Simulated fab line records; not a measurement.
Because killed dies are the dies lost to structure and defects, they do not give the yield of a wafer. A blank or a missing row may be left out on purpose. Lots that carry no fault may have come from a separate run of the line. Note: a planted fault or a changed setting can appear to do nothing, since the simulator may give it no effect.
Comparing a struck lot with a sound one | flow n5-finfet | 14 out of 1938 route steps
Sound: wafers L552.2, L552.3, L552.6. Struck: wafer L565.3; the same lot's L565.1 was not struck, so it is left out; see the end for the cause.
Order at every step that has rows: each side's tool, ch and its chambers, its first start. Under that, the readings that differ: sound wafers | struck wafers | difference of the means | sigmas: that difference in standard deviations of wafers without a fault.
alike: words and numbers the same on both sides, and readings whose means are apart by under 2 such deviations; not compared: readings that were withheld, readings missing a value for some wafer, numbers with overlapping values and no deviation given by the record, and bounds like >300 which may hide the same value.
The two part at a step that has a row with sigmas, a row that says differs or no value, or rows on one side only. Numbers that have no deviation but don't overlap get no sigmas and don't part them. Lack of a reading on every wafer of one side parts them only where that side has two or more wafers.

N5_BEOL_M0_SPUTTER_116: material Cu, target thk 4 nm, time 7.37 s.
  sound: pvd-sputter-01 at day 6 18:42; struck: pvd-sputter-02 at day 9 21:52
  alike: chuck-sensor-temp-C, throttle-valve-pct
then, 4 steps without rows for these wafers: N5_BEOL_M0_ANNEAL_117 (time 60 s); N5_BEOL_M0_SPUTTER_132 (material Cu, target thk 4 nm, time 7.37 s); N5_BEOL_M0_ANNEAL_133 (time 60 s); N5_BEOL_M0_SPUTTER_134 (material Cu, target thk 4 nm, time 7.37 s).
N5_BEOL_M0_ANNEAL_135: time 60 s.
  sound: pvd-sputter-01 at day 6 19:01; struck: pvd-sputter-02 at day 9 22:11
  alike: heater-power-w
then, 2 steps without rows for these wafers: N5_BEOL_M0_SPUTTER_141 (material Cu, target thk 4 nm, time 7.37 s); N5_BEOL_M0_ECD_118 (material Cu, target thk 300 nm).
N5_BEOL_M0_ANNEAL_119: time 90 s.
  sound on rtp-anneal-02 ch 0, day 6 19:18; struck on rtp-anneal-02 ch 0, day 9 22:25
  alike: wafer_temp_C_max
N5_BEOL_M0_CMP_120: polishes, stops on SiOC, t overpolish 6.9 s.
  sound on cmp-03 ch 1,3, day 6 19:41; struck on cmp-01 ch 0, day 9 22:43
  reading                      | sound             | struck | difference | sigmas
  retaining-ring-pressure-frac | 1.007 0.997 1.003 | 0.992  | -0.010     | -2
  alike: barrier-field-endpoint-s, head-pressure-psi, motor-current-A, overpolish-run-s, time-to-endpoint-s
N5_BEOL_M0_PRE_CLEAN_131: time 15 s.
  sound on cvd-co-02 ch 1,2, day 6 20:04; struck on cvd-co-01 ch 1, day 9 23:03
  reading            | sound    | struck | difference | sigmas
  heater-power-w (W) | 76 72 73 | 139    | +65        | +3
N5_BEOL_M0_CO_CAP_123: material Co, precursor CCTBA/H2, target thk 2 nm, time 102.1 s.
  sound on cvd-co-02 ch 1,2, day 6 20:07; struck on cvd-co-01 ch 1, day 9 23:05
  reading                                    | sound             | struck | difference | sigmas
  heater-power-w (W)                         | 227 218 218       | 304    | +83        | +3
  run-length-s (s)                           | 124.3 125.0 125.4 | 194.6  | +69.7      | +99 or more
  model.Co_of_BEOL_M0_CO_CAP_123.thk-nm (nm) | 1.8 2.2 2         | 3.4    | +1.4       |
then, 1 step without rows for these wafers: N5_BEOL_M0_PRE_CLEAN_124 (time 15 s).
N5_BEOL_M4_RC_MEAS_101:
  sound on prober-01 ch 0, day 8 20:35; struck on prober-02 ch 0, day 11 22:40
  alike: DIBL_N, DIBL_P, IOFF_N, IOFF_P, ION_N, ION_P, SS_N, SS_P, VT_N, VT_P

## WHERE THEY PART
Last at N5_BEOL_M0_CO_CAP_123 as far as this record goes, first at N5_BEOL_M0_CMP_120. Later steps at which nothing parts them and some readings are alike: N5_BEOL_M4_RC_MEAS_101.

WHY: the cause the simulator had injected
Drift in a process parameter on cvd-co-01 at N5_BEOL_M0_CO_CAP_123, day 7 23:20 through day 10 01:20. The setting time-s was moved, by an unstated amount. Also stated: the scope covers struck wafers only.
